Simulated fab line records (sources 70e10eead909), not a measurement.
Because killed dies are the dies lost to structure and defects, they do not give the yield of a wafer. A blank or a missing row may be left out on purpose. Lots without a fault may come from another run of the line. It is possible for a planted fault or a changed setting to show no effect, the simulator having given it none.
Which of the tools did it? :: flow nand harc :: 15 lots with 42 wafers sampled at 4 steps, on a route of 1302 steps

== WHAT EACH GAUGE READ, for each wafer ==
NHARC_A_ONON_D2_THK_MEAS_21: measures by ellipsometry.
lot: L305
measured: day 13 03:41
on: film metro-02
thk nm (nm): 1010 1010 1010

lot: L306
measured: day 13 09:50
on: film metro-02
thk nm (nm): 997 997 997

lot: L307
measured: day 13 23:40
on: film metro-02
thk nm (nm): 990 988 988

lot: L308
measured: day 14 13:08
on: film metro-02
thk nm (nm): 995 994 992

lot: L313
measured: day 16 12:34
on: film metro-02
thk nm (nm): 988 988 989

lot: L314
measured: day 17 16:29
on: film metro-01
thk nm (nm): 1004 1002 1002

lot: L315
measured: day 17 16:30
on: film metro-02
thk nm (nm): 1007 1008 1006

lot: L316
measured: day 17 16:30
on: film metro-01
thk nm (nm): 1003 1005 1002

lot: L320
measured: day 19 11:56
on: film metro-02
thk nm (nm): 1014 1014

lot: L321
measured: day 19 19:33
on: film metro-02
thk nm (nm): 993 994

lot: L322
measured: day 20 02:20
on: film metro-01
thk nm (nm): 1017 1018

lot: L324
measured: day 21 19:55
on: film metro-01
thk nm (nm): 992 991 991

lot: L325
measured: day 21 20:07
on: film metro-02
thk nm (nm): 994 993 993

lot: L327
measured: day 22 14:00
on: film metro-01
thk nm (nm): 1000 1002 1001

lot: L326
measured: day 22 14:00
on: film metro-02
thk nm (nm): 1001 1001 1002

NHARC_A_ONON_D2_THK_MEAS_27: measures by ellipsometry.
lot: L305
measured: day 13 04:49
on: film metro-02
thk nm (nm): 1003 1003 1003

lot: L306
measured: day 13 10:59
on: film metro-02
thk nm (nm): 996 995 997

lot: L307
measured: day 14 00:48
on: film metro-01
thk nm (nm): 988 987 985

lot: L308
measured: day 14 14:16
on: film metro-02
thk nm (nm): 1002 1003 1004

lot: L313
measured: day 16 13:42
on: film metro-02
thk nm (nm): 994 994 994

lot: L314
measured: day 17 17:37
on: film metro-01
thk nm (nm): 1008 1008 1007

lot: L315
measured: day 17 17:37
on: film metro-02
thk nm (nm): 1002 1001 1001

lot: L316
measured: day 17 17:39
on: film metro-02
thk nm (nm): 998 999 999

lot: L320
measured: day 19 13:04
on: film metro-02
thk nm (nm): 662 1000

lot: L321
measured: day 19 20:41
on: film metro-01
thk nm (nm): 657 994

lot: L322
measured: day 20 03:28
on: film metro-01
thk nm (nm): 652 991

lot: L324
measured: day 21 21:02
on: film metro-02
thk nm (nm): 990 993 992

lot: L325
measured: day 21 21:16
on: film metro-02
thk nm (nm): 1007 1008 1008

lot: L327
measured: day 22 15:08
on: film metro-02
thk nm (nm): 1000 1000 1000

lot: L326
measured: day 22 15:08
on: film metro-01
thk nm (nm): 997 997 1000

== EACH LOT AND THE TOOL THAT RAN IT (in order: tool; ch and the chambers of the sampled wafers; start) ==
lot: L305
NHARC_A_CHANNEL_FILL_D1_CMP_10: cmp-01 ch 2,3, day 11 04:37
NHARC_A_ONON_D2_DEP_25: pecvd onon-04 ch 0, day 13 04:22

lot: L306
NHARC_A_CHANNEL_FILL_D1_CMP_10: cmp-01 ch 0,1, day 11 12:32
NHARC_A_ONON_D2_DEP_25: pecvd onon-04 ch 0, day 13 10:37

lot: L307
NHARC_A_CHANNEL_FILL_D1_CMP_10: cmp-01 ch 0,3, day 12 00:36
NHARC_A_ONON_D2_DEP_25: pecvd onon-03 ch 0, day 14 00:21

lot: L308
NHARC_A_CHANNEL_FILL_D1_CMP_10: cmp-03 ch 0,1, day 12 14:02
NHARC_A_ONON_D2_DEP_25: pecvd onon-04 ch 0, day 14 13:45

lot: L313
NHARC_A_CHANNEL_FILL_D1_CMP_10: cmp-02 ch 0,1, day 14 16:49
NHARC_A_ONON_D2_DEP_25: pecvd onon-01 ch 0, day 16 13:11

lot: L314
NHARC_A_CHANNEL_FILL_D1_CMP_10: cmp-03 ch 1,2, day 15 06:45
NHARC_A_ONON_D2_DEP_25: pecvd onon-03 ch 0, day 17 17:07

lot: L315
NHARC_A_CHANNEL_FILL_D1_CMP_10: cmp-02 ch 0,1, day 15 19:21
NHARC_A_ONON_D2_DEP_25: pecvd onon-01 ch 0, day 17 17:07

lot: L316
NHARC_A_CHANNEL_FILL_D1_CMP_10: cmp-01 ch 0,1,2, day 15 19:22
NHARC_A_ONON_D2_DEP_25: pecvd onon-04 ch 0, day 17 17:11

lot: L320
NHARC_A_CHANNEL_FILL_D1_CMP_10: cmp-02 ch 0,2, day 17 11:10
NHARC_A_ONON_D2_DEP_25: pecvd onon-04 ch 0, day 19 12:37

lot: L321
NHARC_A_CHANNEL_FILL_D1_CMP_10: cmp-03 ch 0, day 17 23:13
NHARC_A_ONON_D2_DEP_25: pecvd onon-04 ch 0, day 19 20:21

lot: L322
NHARC_A_CHANNEL_FILL_D1_CMP_10: cmp-02 ch 1, day 18 06:55
NHARC_A_ONON_D2_DEP_25: pecvd onon-04 ch 0, day 20 03:01

lot: L324
NHARC_A_CHANNEL_FILL_D1_CMP_10: cmp-03 ch 2,3, day 19 20:40
NHARC_A_ONON_D2_DEP_25: pecvd onon-03 ch 0, day 21 20:35

lot: L325
NHARC_A_CHANNEL_FILL_D1_CMP_10: cmp-01 ch 0,1,2, day 19 20:41
NHARC_A_ONON_D2_DEP_25: pecvd onon-01 ch 0, day 21 20:45

lot: L327
NHARC_A_CHANNEL_FILL_D1_CMP_10: cmp-03 ch 0,2,3, day 20 09:40
NHARC_A_ONON_D2_DEP_25: pecvd onon-03 ch 0, day 22 14:38

lot: L326
NHARC_A_CHANNEL_FILL_D1_CMP_10: cmp-03 ch 0,1, day 20 12:26
NHARC_A_ONON_D2_DEP_25: pecvd onon-04 ch 0, day 22 14:41
- NHARC_A_CHANNEL_FILL_D1_CMP_10: polishes, target thk 150 nm.
- NHARC_A_ONON_D2_DEP_25: target thk 1000 nm.

== AS READ BY THE TOOLS THEMSELVES (means over the sampled wafers that have a number; for cases with no such wafer, the mark the record gives instead) ==
NHARC_A_CHANNEL_FILL_D1_CMP_10.
lot: L305
tool: cmp-01
motor current A (A): 13.5
time to endpoint s (s): 12.5

lot: L306
tool: cmp-01
motor current A (A): 12.3
time to endpoint s (s): 15.0

lot: L307
tool: cmp-01
motor current A (A): 13.1
time to endpoint s (s): 13.3

lot: L308
tool: cmp-03
motor current A (A): 11.5
time to endpoint s (s): 11.9

lot: L313
tool: cmp-02
motor current A (A): 10.7
time to endpoint s (s): 12.6

lot: L314
tool: cmp-03
motor current A (A): 13.8
time to endpoint s (s): 16.4

lot: L315
tool: cmp-02
motor current A (A): 11.0
time to endpoint s (s): 12.9

lot: L316
tool: cmp-01
motor current A (A): 12.5
time to endpoint s (s): 12.2

lot: L320
tool: cmp-02
motor current A (A): 11.7
time to endpoint s (s): 14.9

lot: L321
tool: cmp-03
motor current A (A): 12.3
time to endpoint s (s): 12.9

lot: L322
tool: cmp-02
motor current A (A): 10.4
time to endpoint s (s): 12.4

lot: L324
tool: cmp-03
motor current A (A): 13.0
time to endpoint s (s): 13.4

lot: L325
tool: cmp-01
motor current A (A): 13.0
time to endpoint s (s): 10.7

lot: L327
tool: cmp-03
motor current A (A): 13.0
time to endpoint s (s): 13.6

lot: L326
tool: cmp-03
motor current A (A): 11.7
time to endpoint s (s): 13.2

NHARC_A_ONON_D2_DEP_25.
lot: L305
tool: pecvd onon-04
n2o flow sccm (sccm): 1997

lot: L306
tool: pecvd onon-04
n2o flow sccm (sccm): 2002

lot: L307
tool: pecvd onon-03
n2o flow sccm (sccm): 1993

lot: L308
tool: pecvd onon-04
n2o flow sccm (sccm): 2002

lot: L313
tool: pecvd onon-01
n2o flow sccm (sccm): 1998

lot: L314
tool: pecvd onon-03
n2o flow sccm (sccm): 1993

lot: L315
tool: pecvd onon-01
n2o flow sccm (sccm): 2001

lot: L316
tool: pecvd onon-04
n2o flow sccm (sccm): 1993

lot: L320
tool: pecvd onon-04
n2o flow sccm (sccm): 1992

lot: L321
tool: pecvd onon-04
n2o flow sccm (sccm): 1999

lot: L322
tool: pecvd onon-04
n2o flow sccm (sccm): 2000

lot: L324
tool: pecvd onon-03
n2o flow sccm (sccm): 2003

lot: L325
tool: pecvd onon-01
n2o flow sccm (sccm): 2008

lot: L327
tool: pecvd onon-03
n2o flow sccm (sccm): 1996

lot: L326
tool: pecvd onon-04
n2o flow sccm (sccm): 2006

== THE ANSWER, worked out from the rows above alone ==
Rule: usual is defined by the lots themselves. The widest of any qualifying gaps counts: lots, ordered by their means at a reading, are off when they make up no more than a third of the lots, leave a main group of 4 or more, and stand apart from it by 3 or more times the standard deviation of that group's means. The tables above print the reading to a certain number of digits; a main group whose means all agree to those digits is not used. A lot without any number at a reading at which 4 lots or more have one is off too. Any other lot the step has rows for is counted as sound. The gauges are gone through in route order, then the tools' own readings, and for those a lot's mean is taken as printed above. At the first step where some lot is off, the reading lying furthest off is the one used; lots without a number count as furthest.
Off at NHARC_A_ONON_D2_THK_MEAS_27 (thk nm): L320, L321, L322. Mean 999 nm and standard deviation 6 in the main group.
A tool fits if, at a process step before that reading, it ran every lot that is off, and no sound lot after the first of them. Those tools and the gauges at NHARC_A_ONON_D2_THK_MEAS_27 are tried in the same way. No candidate that was tried fits.

== WHAT HAD BEEN PUT IN BY THE SIMULATOR ==
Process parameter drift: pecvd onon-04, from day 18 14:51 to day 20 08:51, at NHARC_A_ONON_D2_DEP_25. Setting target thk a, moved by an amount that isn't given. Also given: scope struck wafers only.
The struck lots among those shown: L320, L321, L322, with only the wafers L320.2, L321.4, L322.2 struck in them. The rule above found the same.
